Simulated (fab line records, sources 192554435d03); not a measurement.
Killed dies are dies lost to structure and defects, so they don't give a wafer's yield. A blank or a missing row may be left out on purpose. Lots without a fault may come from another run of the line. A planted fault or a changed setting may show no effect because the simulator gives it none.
Which tool did it? | flow n5_finfet | 14 lots, 41 wafers sampled, at 7 steps of a route of 1938

WHAT THE GAUGES READ, wafer by wafer
N5_BEOL_M1_CD_MEAS_18: pitch 36 nm, target cd 18 nm.
lot  | measured     | on        | cd_nm (nm)
L645 | day 7 06:01  | cd_sem-03 | 18.5 17.7 18.5
L649 | day 7 10:17  | cd_sem-03 | 18.0 18.3 17.9
L648 | day 7 11:40  | cd_sem-03 | 18.8 17.9 18.2
L650 | day 7 16:40  | cd_sem-02 | 18.3 17.8 18.8
L652 | day 7 22:04  | cd_sem-02 | 18.2 17.7 18.2
L653 | day 8 07:52  | cd_sem-03 | 18.1 18.1 17.3
L654 | day 8 11:28  | cd_sem-02 | 18.0 18.1
L655 | day 9 03:16  | cd_sem-03 | 17.1 17.6 17.0
L656 | day 9 06:04  | cd_sem-03 | 17.7 17.6 18.1
L659 | day 9 23:29  | cd_sem-02 | 17.3 17.9 18.1
L658 | day 9 23:37  | cd_sem-01 | 17.8 17.7 17.8
L663 | day 10 07:28 | cd_sem-01 | - - -
L661 | day 10 08:11 | cd_sem-01 | - - -
L664 | day 11 02:20 | cd_sem-01 | 17.9 18.0 18.0

N5_BEOL_M4_RC_MEAS_101.
lot  | measured     | on        | DIBL_N (mV/V)  | DIBL_P (mV/V)  | IOFF_N (nA/um) | IOFF_P (nA/um) | ION_N (uA/um) | ION_P (uA/um) | SS_N (mV/dec)  | SS_P (mV/dec)  | VT_N (mV)   | VT_P (mV)
L645 | day 8 20:52  | prober-01 | 33.1 34.9 38.3 | 33.5 36.1 39.8 | 0.10 0.14 0.22 | 0.14 0.18 0.24 | 647 658 696   | 443 454 469   | 70.5 71.3 72.1 | 71.6 73.0 73.2 | 258 252 244 | -256 -254 -251
L649 | day 9 02:46  | prober-01 | 39.7 36.1 35.1 | 39.8 32.2 33.3 | 0.19 0.13 0.12 | 0.27 0.15 0.17 | 657 644 645   | 452 439 449   | 71.8 70.9 70.6 | 75.0 72.2 72.6 | 249 254 254 | -248 -255 -255
L648 | day 9 08:06  | prober-02 | 34.9 35.6 36.0 | 34.8 34.2 34.3 | 0.16 0.17 0.17 | 0.26 0.25 0.25 | 695 653 679   | 487 460 465   | 71.3 71.6 71.9 | 72.6 73.1 73.2 | 249 250 248 | -244 -245 -246
L650 | day 9 23:44  | prober-02 | 39.5 39.0 37.1 | 41.3 40.2 36.6 | 0.25 0.25 0.20 | 0.30 0.30 0.23 | 692 689 687   | 469 468 465   | 73.0 72.0 72.0 | 74.9 74.1 73.9 | 244 242 248 | -246 -245 -246
L652 | day 9 17:14  | prober-01 | 35.3 32.8 32.1 | 37.4 33.5 33.0 | 0.13 0.10 0.10 | 0.21 0.16 0.15 | 659 664 662   | 456 462 459   | 71.8 70.7 71.0 | 73.9 72.6 72.1 | 252 256 257 | -251 -254 -254
L653 | day 10 02:48 | prober-01 | 35.0 36.8 34.8 | 36.0 37.5 35.0 | 0.16 0.17 0.15 | 0.23 0.24 0.20 | 689 670 680   | 474 458 468   | 71.0 71.2 70.5 | 73.7 73.5 72.8 | 247 249 250 | -247 -247 -251
L654 | day 10 02:13 | prober-02 | 35.5 37.8      | 36.0 38.4      | 0.15 0.19      | 0.23 0.27      | 673 682       | 467 478       | 71.9 72.0      | 73.6 74.2      | 248 249     | -246 -246
L655 | day 10 22:29 | prober-01 | 34.5 34.3 35.6 | 33.8 34.0 36.4 | 0.13 0.12 0.15 | 0.18 0.19 0.24 | 659 660 678   | 460 457 473   | 70.8 70.2 71.4 | 72.9 73.5 73.6 | 251 255 251 | -249 -249 -247
L656 | day 11 02:28 | prober-02 | 35.8 35.8 36.0 | 35.8 36.8 34.5 | 0.15 0.16 0.15 | 0.18 0.19 0.17 | 688 660 671   | 468 452 451   | 72.0 71.7 72.4 | 73.0 73.8 73.3 | 251 247 252 | -252 -252 -252
L659 | day 11 13:39 | prober-02 | 34.3 39.3 37.2 | 33.8 40.0 37.4 | 0.13 0.23 0.18 | 0.17 0.26 0.22 | 665 699 682   | 460 466 461   | 71.2 72.1 71.0 | 74.0 74.0 73.3 | 250 242 248 | -251 -248 -249
L658 | day 12 05:52 | prober-02 | 35.7 36.4 35.5 | 36.7 37.6 36.8 | 0.15 0.16 0.14 | 0.22 0.24 0.22 | 667 666 673   | 466 466 465   | 71.7 71.9 70.7 | 73.9 73.5 73.5 | 253 252 252 | -248 -247 -249
L664 | day 12 18:49 | prober-01 | 37.2 36.0 37.9 | 37.7 36.6 38.2 | 0.18 0.17 0.19 | 0.24 0.23 0.24 | 699 678 664   | 478 465 456   | 72.0 71.1 72.0 | 73.5 73.3 73.2 | 247 246 245 | -246 -247 -249

WHICH TOOL RAN EACH LOT (tool, then ch and the chambers of the sampled wafers, then the start)
lot  | N5_BEOL_M0_ANNEAL_119            | N5_BEOL_M0_CMP_120            | N5_BEOL_M0_CO_CAP_123            | N5_BEOL_M1_HM_DEP_02         | N5_BEOL_M1_HM_OPEN_17
L645 | rtp_anneal-01 ch 0, day 7 03:48  | cmp-01 ch 0,3, day 7 04:03    | cvd_co-02 ch 0,1, day 7 04:26    | pvd_sputter-02, day 7 04:56  | rie_metal-02 ch 1, day 7 05:50
L649 | rtp_anneal-01 ch 0, day 7 07:07  | cmp-01 ch 0,3, day 7 07:56    | cvd_co-02 ch 0,1,2, day 7 08:32  | pvd_sputter-03, day 7 09:11  | rie_metal-02 ch 0,1, day 7 10:05
L648 | rtp_anneal-01 ch 0, day 7 09:13  | cmp-04 ch 1,2,3, day 7 09:34  | cvd_co-02 ch 0,1,2, day 7 09:53  | pvd_sputter-03, day 7 10:44  | rie_metal-03 ch 0,1, day 7 11:29
L650 | rtp_anneal-01 ch 0, day 7 10:45  | cmp-04 ch 1,2,3, day 7 11:00  | cvd_co-02 ch 1,2, day 7 11:27    | pvd_sputter-01, day 7 15:31  | rie_metal-03 ch 0,1, day 7 16:29
L652 | rtp_anneal-02 ch 0, day 7 18:41  | cmp-04 ch 1,2,3, day 7 19:01  | cvd_co-01 ch 1,2, day 7 19:19    | pvd_sputter-01, day 7 20:47  | rie_metal-03 ch 0, day 7 21:49
L653 | rtp_anneal-01 ch 0, day 8 05:06  | cmp-04 ch 1,2,3, day 8 05:26  | cvd_co-01 ch 1,2, day 8 05:44    | pvd_sputter-01, day 8 06:47  | rie_metal-03 ch 0,1, day 8 07:41
L654 | rtp_anneal-01 ch 0, day 8 07:32  | cmp-01 ch 1,2, day 8 07:50    | cvd_co-01 ch 0,2, day 8 08:12    | pvd_sputter-02, day 8 10:08  | rie_metal-03 ch 0,1, day 8 11:13
L655 | rtp_anneal-01 ch 0, day 8 23:34  | cmp-01 ch 0,1, day 8 23:52    | cvd_co-02 ch 1,2, day 9 00:14    | pvd_sputter-02, day 9 02:11  | rie_metal-02 ch 0,1, day 9 03:05
L656 | rtp_anneal-01 ch 0, day 9 03:09  | cmp-02 ch 1,3, day 9 03:27    | cvd_co-01 ch 0,1, day 9 03:49    | pvd_sputter-01, day 9 04:59  | rie_metal-02 ch 0,1, day 9 05:52
L659 | rtp_anneal-01 ch 0, day 9 19:08  | cmp-04 ch 0,2,3, day 9 19:23  | cvd_co-01 ch 0,2, day 9 19:45    | pvd_sputter-03, day 9 22:16  | rie_metal-02 ch 0,1, day 9 23:17
L658 | rtp_anneal-02 ch 0, day 9 19:18  | cmp-02 ch 1,2,3, day 9 19:38  | cvd_co-02 ch 1,2, day 9 19:58    | pvd_sputter-02, day 9 22:26  | rie_metal-02 ch 0,1, day 9 23:26
L663 | rtp_anneal-01 ch 0, day 10 05:04 | cmp-02 ch 0,1,3, day 10 05:26 | cvd_co-02 ch 0,2, day 10 05:44   | pvd_sputter-03, day 10 06:24 | rie_metal-03 ch 0, day 10 07:17
L661 | rtp_anneal-01 ch 0, day 10 05:45 | cmp-04 ch 0,2,3, day 10 06:05 | cvd_co-01 ch 1,2, day 10 06:25   | pvd_sputter-02, day 10 07:10 | rie_metal-01 ch 0, day 10 07:55
L664 | rtp_anneal-01 ch 0, day 10 22:16 | cmp-04 ch 1,3, day 10 22:37   | cvd_co-01 ch 0,1,2, day 10 22:56 | pvd_sputter-02, day 11 01:12 | rie_metal-03 ch 0,1, day 11 02:05
- N5_BEOL_M0_ANNEAL_119: time 90 s.
- N5_BEOL_M0_CMP_120: polishes, stops on SiOC, t overpolish 6.9 s.
- N5_BEOL_M0_CO_CAP_123: material Co, precursor CCTBA/H2, target thk 2 nm, time 102.1 s.
- N5_BEOL_M1_HM_DEP_02: deposits TiN, target thk 20 nm.
- N5_BEOL_M1_HM_OPEN_17: chemistry Cl2/BCl3, target TiN, target depth 20 nm, overetch 6 nm.

WHAT THE TOOLS THEMSELVES READ (means of the sampled wafers that have a number; where no wafer has one, the mark that the record gives instead)
N5_BEOL_M0_ANNEAL_119.
lot  | tool          | wafer_temp_C_max
L645 | rtp_anneal-01 | 225.6
L649 | rtp_anneal-01 | 226.0
L648 | rtp_anneal-01 | 225.9
L650 | rtp_anneal-01 | 225.6
L652 | rtp_anneal-02 | 226.3
L653 | rtp_anneal-01 | 225.8
L654 | rtp_anneal-01 | 225.8
L655 | rtp_anneal-01 | 225.8
L656 | rtp_anneal-01 | 225.8
L659 | rtp_anneal-01 | 225.8
L658 | rtp_anneal-02 | 226.5
L663 | rtp_anneal-01 | 226.0
L661 | rtp_anneal-01 | 225.8
L664 | rtp_anneal-01 | 226.1

N5_BEOL_M0_CMP_120.
lot  | tool   | barrier_field_endpoint_s (s) | clearing_platen_down_force_psi (psi) | motor_current_A (A) | overpolish_run_s (s) | slurry_filter_dp_kPa (kPa) | time_to_endpoint_s (s)
L645 | cmp-01 | 3.62                         | 1.4998                               | 6.0                 | 6.897                | 13.50                      | 64
L649 | cmp-01 | 3.80                         | 1.5030                               | 6.2                 | 6.904                | 13.56                      | 63
L648 | cmp-04 | 3.59                         | 1.5007                               | 6.0                 | 6.898                | 13.42                      | 60
L650 | cmp-04 | 3.46                         | 1.5018                               | 5.8                 | 6.898                | 13.51                      | 62
L652 | cmp-04 | 3.78                         | 1.4975                               | 6.1                 | 6.896                | 13.64                      | 64
L653 | cmp-04 | 3.73                         | 1.5003                               | 6.0                 | 6.895                | 13.49                      | 62
L654 | cmp-01 | 3.65                         | 1.5026                               | 6.4                 | 6.895                | 13.45                      | 64
L655 | cmp-01 | 3.80                         | 1.4989                               | 6.0                 | 6.902                | 13.27                      | 67
L656 | cmp-02 | 3.77                         | 1.5015                               | 6.2                 | 6.899                | 13.45                      | 65
L659 | cmp-04 | 3.67                         | 1.5027                               | 6.0                 | 6.905                | 13.45                      | 63
L658 | cmp-02 | 3.92                         | 1.4983                               | 6.2                 | 6.903                | 13.45                      | 69
L663 | cmp-02 | 3.63                         | 1.5006                               | 6.2                 | 6.901                | 13.64                      | 65
L661 | cmp-04 | 3.64                         | 1.5029                               | 6.1                 | 6.905                | 13.63                      | 59
L664 | cmp-04 | 3.43                         | 1.4978                               | 6.3                 | 6.900                | 13.54                      | 58

N5_BEOL_M0_CO_CAP_123.
lot  | tool      | heater_power_w (W) | susceptor_temp_C (C)
L645 | cvd_co-02 | 244                | 199.82
L649 | cvd_co-02 | 250                | 200.17
L648 | cvd_co-02 | 250                | 200.09
L650 | cvd_co-02 | 257                | 199.96
L652 | cvd_co-01 | 245                | 200.00
L653 | cvd_co-01 | 245                | 199.96
L654 | cvd_co-01 | 264                | 199.92
L655 | cvd_co-02 | 251                | 200.03
L656 | cvd_co-01 | 259                | 199.81
L659 | cvd_co-01 | 269                | 199.84
L658 | cvd_co-02 | 256                | 200.02
L663 | cvd_co-02 | 249                | 200.09
L661 | cvd_co-01 | 248                | 200.19
L664 | cvd_co-01 | 260                | 200.04

N5_BEOL_M1_HM_DEP_02.
lot  | tool           | chamber_pressure_pa (Pa) | substrate_temp_c (C) | susceptor_temp_C (C) | throttle_valve_pct (%)
L645 | pvd_sputter-02 | 0.5002                   | 24.93                | 25.05                | 30.1
L649 | pvd_sputter-03 | 0.4999                   | 24.96                | 25.18                | 31.0
L648 | pvd_sputter-03 | 0.4991                   | 25.03                | 25.07                | 31.4
L650 | pvd_sputter-01 | 0.4995                   | 24.99                | 24.89                | 29.6
L652 | pvd_sputter-01 | 0.4999                   | 25.00                | 24.97                | 29.7
L653 | pvd_sputter-01 | 0.5003                   | 24.93                | 25.00                | 29.8
L654 | pvd_sputter-02 | 0.4997                   | 25.12                | 24.95                | 29.8
L655 | pvd_sputter-02 | 0.4998                   | 24.86                | 24.99                | 30.1
L656 | pvd_sputter-01 | 0.5004                   | 24.98                | 24.98                | 29.6
L659 | pvd_sputter-03 | 0.5002                   | 24.99                | 25.09                | 31.4
L658 | pvd_sputter-02 | 0.4989                   | 25.02                | 25.01                | 29.7
L663 | pvd_sputter-03 | -                        | -                    | -                    | -
L661 | pvd_sputter-02 | -                        | -                    | -                    | -
L664 | pvd_sputter-02 | 0.5002                   | 24.84                | 25.06                | 30.0

N5_BEOL_M1_HM_OPEN_17.
lot  | tool         | drypump_motor_current_A (A) | mfc_ar_sccm (sccm) | oes_product_au (a.u.) | throttle_valve_pct (%)
L645 | rie_metal-02 | 5.50                        | 25.03              | 0.72                  | 21.81
L649 | rie_metal-02 | 5.70                        | 25.00              | 0.73                  | 21.89
L648 | rie_metal-03 | 5.66                        | 24.99              | 0.75                  | 21.93
L650 | rie_metal-03 | 5.67                        | 25.10              | 0.71                  | 21.94
L652 | rie_metal-03 | 5.65                        | 24.91              | 0.79                  | 21.87
L653 | rie_metal-03 | 5.65                        | 24.97              | 0.74                  | 21.93
L654 | rie_metal-03 | 5.65                        | 25.15              | 0.71                  | 21.95
L655 | rie_metal-02 | 5.71                        | 24.96              | 0.72                  | 21.88
L656 | rie_metal-02 | 5.72                        | 24.96              | 0.72                  | 21.89
L659 | rie_metal-02 | 5.71                        | 25.02              | 0.71                  | 21.91
L658 | rie_metal-02 | 5.91                        | 24.96              | 0.73                  | 21.95
L663 | rie_metal-03 | 5.65                        | 24.88              | 0.33                  | 22.55
L661 | rie_metal-01 | 5.03                        | 25.03              | 0.21                  | 23.11
L664 | rie_metal-03 | 5.64                        | 24.97              | 0.68                  | 21.97

THE ANSWER, worked out from the rows above alone
Rule: what is usual is taken from the lots themselves. Put in order of their means at a reading, lots are off if they are a third of the lots or fewer, leave a main group of 4 or more, and stand apart from it by a gap of 3 or more times the standard deviation of the main group's means; of several such gaps the widest counts. A main group whose means are all the same, to the digits that the tables above print for the reading, isn't used. A lot without any number at a reading at which 4 lots or more have one is off too. The other lots that the step has rows for count as sound. The gauges are gone through in route order, then the tools' own readings, and for those a lot's mean is taken as printed above. The first step at which some lot is off is used, and at that step the reading that is off furthest; a lot without a number counts as furthest.
Off: L663, L661, at N5_BEOL_M1_CD_MEAS_18 (cd_nm). Without a number there: L663, L661. The main group: mean 17.9 nm, standard deviation 0.28.
A tool fits if, at a process step before that reading, it ran every lot that is off, and no sound lot after the first of them. The gauges at N5_BEOL_M1_CD_MEAS_18 aren't tried: what is off there is off at N5_BEOL_M1_HM_DEP_02 too, on other tools, and a gauge's error can't cause that. None of those tried fits.

WHAT THE SIMULATOR HAD PUT IN
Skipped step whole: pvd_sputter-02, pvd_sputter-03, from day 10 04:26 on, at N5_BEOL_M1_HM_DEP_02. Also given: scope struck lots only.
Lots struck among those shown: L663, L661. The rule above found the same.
